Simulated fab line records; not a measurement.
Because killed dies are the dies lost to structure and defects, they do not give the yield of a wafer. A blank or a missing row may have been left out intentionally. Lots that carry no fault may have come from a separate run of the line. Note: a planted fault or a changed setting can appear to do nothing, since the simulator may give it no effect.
Lot-split experiment || flow n5-finfet || on a route of 1938 steps: 7 lots, 21 wafers read

== ABOUT THE SPLIT ==
At N5_BEOL_M3_PECVD_72 (deposits SiO2 from TEOS/O2, target thk 16 nm, time 18 s), the setting time-s was moved away from the recipe's 18 s on 9 of the 21 wafers read, by -11.2% to +14.1%. For the rest of the wafers, this setting stayed at what the recipe calls for.

The reading comes from the split's own step.

== THE READING ==
SiO2_of_BEOL_M3_PECVD_72.thk-nm (the simulator's own value, which no gauge read), in nm, at N5_BEOL_M3_PECVD_72 (deposits SiO2 from TEOS/O2, target thk 16 nm, time 18 s). There is no usual value for it anywhere in the file. The 12 wafers here that ran the recipe average 16.0 nm, standard deviation 0.16 nm.

{"wafer": "L074.1", "tool, chamber at the split": "pecvd-04, 1", "time-s as run, s": 18, "against the recipe": "recipe", "SiO2_of_BEOL_M3_PECVD_72.thk-nm, nm": 16, "against lot-mates on the recipe": "-"}
{"wafer": "L074.2", "tool, chamber at the split": "pecvd-04, 2", "time-s as run, s": 20.53, "against the recipe": "+14.1%", "SiO2_of_BEOL_M3_PECVD_72.thk-nm, nm": 17.6, "against lot-mates on the recipe": "+1.6"}
{"wafer": "L074.6", "tool, chamber at the split": "pecvd-04, 0", "time-s as run, s": 20.53, "against the recipe": "+14.1%", "SiO2_of_BEOL_M3_PECVD_72.thk-nm, nm": 18.6, "against lot-mates on the recipe": "+2.6"}
{"wafer": "L078.2", "tool, chamber at the split": "pecvd-01, 1", "time-s as run, s": 17.11, "against the recipe": "-4.9%", "SiO2_of_BEOL_M3_PECVD_72.thk-nm, nm": 15, "against lot-mates on the recipe": -1.0}
{"wafer": "L078.3", "tool, chamber at the split": "pecvd-01, 0", "time-s as run, s": 17.11, "against the recipe": "-4.9%", "SiO2_of_BEOL_M3_PECVD_72.thk-nm, nm": 15.4, "against lot-mates on the recipe": -0.6}
{"wafer": "L078.4", "tool, chamber at the split": "pecvd-01, 2", "time-s as run, s": 18, "against the recipe": "recipe", "SiO2_of_BEOL_M3_PECVD_72.thk-nm, nm": 16, "against lot-mates on the recipe": "-"}
{"wafer": "L080.1", "tool, chamber at the split": "pecvd-04, 0", "time-s as run, s": 18, "against the recipe": "recipe", "SiO2_of_BEOL_M3_PECVD_72.thk-nm, nm": 16, "against lot-mates on the recipe": "-"}
{"wafer": "L080.3", "tool, chamber at the split": "pecvd-04, 2", "time-s as run, s": 18, "against the recipe": "recipe", "SiO2_of_BEOL_M3_PECVD_72.thk-nm, nm": 15.8, "against lot-mates on the recipe": "-"}
{"wafer": "L080.4", "tool, chamber at the split": "pecvd-04, 2", "time-s as run, s": 18, "against the recipe": "recipe", "SiO2_of_BEOL_M3_PECVD_72.thk-nm, nm": 15.8, "against lot-mates on the recipe": "-"}
{"wafer": "L081.2", "tool, chamber at the split": "pecvd-02, 1", "time-s as run, s": 18, "against the recipe": "recipe", "SiO2_of_BEOL_M3_PECVD_72.thk-nm, nm": 16, "against lot-mates on the recipe": "-"}
{"wafer": "L081.4", "tool, chamber at the split": "pecvd-02, 2", "time-s as run, s": 18, "against the recipe": "recipe", "SiO2_of_BEOL_M3_PECVD_72.thk-nm, nm": 16.2, "against lot-mates on the recipe": "-"}
{"wafer": "L081.5", "tool, chamber at the split": "pecvd-02, 0", "time-s as run, s": 15.99, "against the recipe": "-11.2%", "SiO2_of_BEOL_M3_PECVD_72.thk-nm, nm": 14, "against lot-mates on the recipe": -2.1}
{"wafer": "L089.1", "tool, chamber at the split": "pecvd-01, 1,2", "time-s as run, s": 18, "against the recipe": "recipe", "SiO2_of_BEOL_M3_PECVD_72.thk-nm, nm": 15.8, "against lot-mates on the recipe": "-"}
{"wafer": "L089.2", "tool, chamber at the split": "pecvd-01, 1,2", "time-s as run, s": 18, "against the recipe": "recipe", "SiO2_of_BEOL_M3_PECVD_72.thk-nm, nm": 15.8, "against lot-mates on the recipe": "-"}
{"wafer": "L089.3", "tool, chamber at the split": "pecvd-01, 0", "time-s as run, s": 18, "against the recipe": "recipe", "SiO2_of_BEOL_M3_PECVD_72.thk-nm, nm": 16.2, "against lot-mates on the recipe": "-"}
{"wafer": "L091.2", "tool, chamber at the split": "pecvd-04, 2,1", "time-s as run, s": 19.25, "against the recipe": "+6.9%", "SiO2_of_BEOL_M3_PECVD_72.thk-nm, nm": 17, "against lot-mates on the recipe": "+0.8"}
{"wafer": "L091.5", "tool, chamber at the split": "pecvd-04, 2,1", "time-s as run, s": 19.25, "against the recipe": "+6.9%", "SiO2_of_BEOL_M3_PECVD_72.thk-nm, nm": 17, "against lot-mates on the recipe": "+0.8"}
{"wafer": "L091.4", "tool, chamber at the split": "pecvd-04, 0", "time-s as run, s": 18, "against the recipe": "recipe", "SiO2_of_BEOL_M3_PECVD_72.thk-nm, nm": 16.2, "against lot-mates on the recipe": "-"}
{"wafer": "L093.1", "tool, chamber at the split": "pecvd-01, 2", "time-s as run, s": 20.43, "against the recipe": "+13.5%", "SiO2_of_BEOL_M3_PECVD_72.thk-nm, nm": 18, "against lot-mates on the recipe": "+2.2"}
{"wafer": "L093.2", "tool, chamber at the split": "pecvd-01, 0", "time-s as run, s": 20.43, "against the recipe": "+13.5%", "SiO2_of_BEOL_M3_PECVD_72.thk-nm, nm": 18.4, "against lot-mates on the recipe": "+2.6"}
{"wafer": "L093.4", "tool, chamber at the split": "pecvd-01, 1", "time-s as run, s": 18, "against the recipe": "recipe", "SiO2_of_BEOL_M3_PECVD_72.thk-nm, nm": 15.8, "against lot-mates on the recipe": "-"}
If several chambers appear in one row, that row covers several wafers at once and the file leaves open which wafer was in which chamber.

THE FIT
A straight line over all 21 wafers: SiO2_of_BEOL_M3_PECVD_72.thk-nm changes by +0.16 nm for each +1% of time-s; r = +0.98; the points scatter about the line by 0.23 nm.
The same after taking each lot's own level away (the mean of its wafers on the recipe; 21 wafers): +0.164 nm for each +1%; r = +0.98; scatter 0.25 nm.
That fit puts the effect of the largest move of time-s on the reading at 2.3 nm.
From 15.80 to 16.20 nm: that is the span of the lots' own levels, equal to 2.5 times the standard deviation above.
So the lot-to-lot level changes the slope little: the two slopes agree.
Check: with one of the wafers moved furthest among these (+14.1%) left out of the fit, the line predicts +2.42 nm for it against its lot-mates. It came out at +1.6 nm against them.

== OTHER SPLITS APPLIED TO THESE WAFERS ==
Note: prior to the reading, these wafers also went through further splits. Each is held against what the fit with the lots' levels taken away leaves over:
{"other split on the same wafers": "N5_BEOL_M1_COAT_68 spin-rpm", "wafers away from the commonest value": 6, "r with SiO2_of_BEOL_M3_PECVD_72.thk-nm (lot level and that fit taken away)": -0.38}
{"other split on the same wafers": "N5_BEOL_M2_COAT_76 spin-rpm", "wafers away from the commonest value": 5, "r with SiO2_of_BEOL_M3_PECVD_72.thk-nm (lot level and that fit taken away)": -0.11}
{"other split on the same wafers": "N5_BEOL_M2_DESCUM_33 time-s", "wafers away from the commonest value": 6, "r with SiO2_of_BEOL_M3_PECVD_72.thk-nm (lot level and that fit taken away)": "+0.22"}

== FILE'S OWN FIT ==
SiO2_of_BEOL_M3_PECVD_72.thk-nm changes by +0.164 nm for each +1% of time-s, r = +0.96.
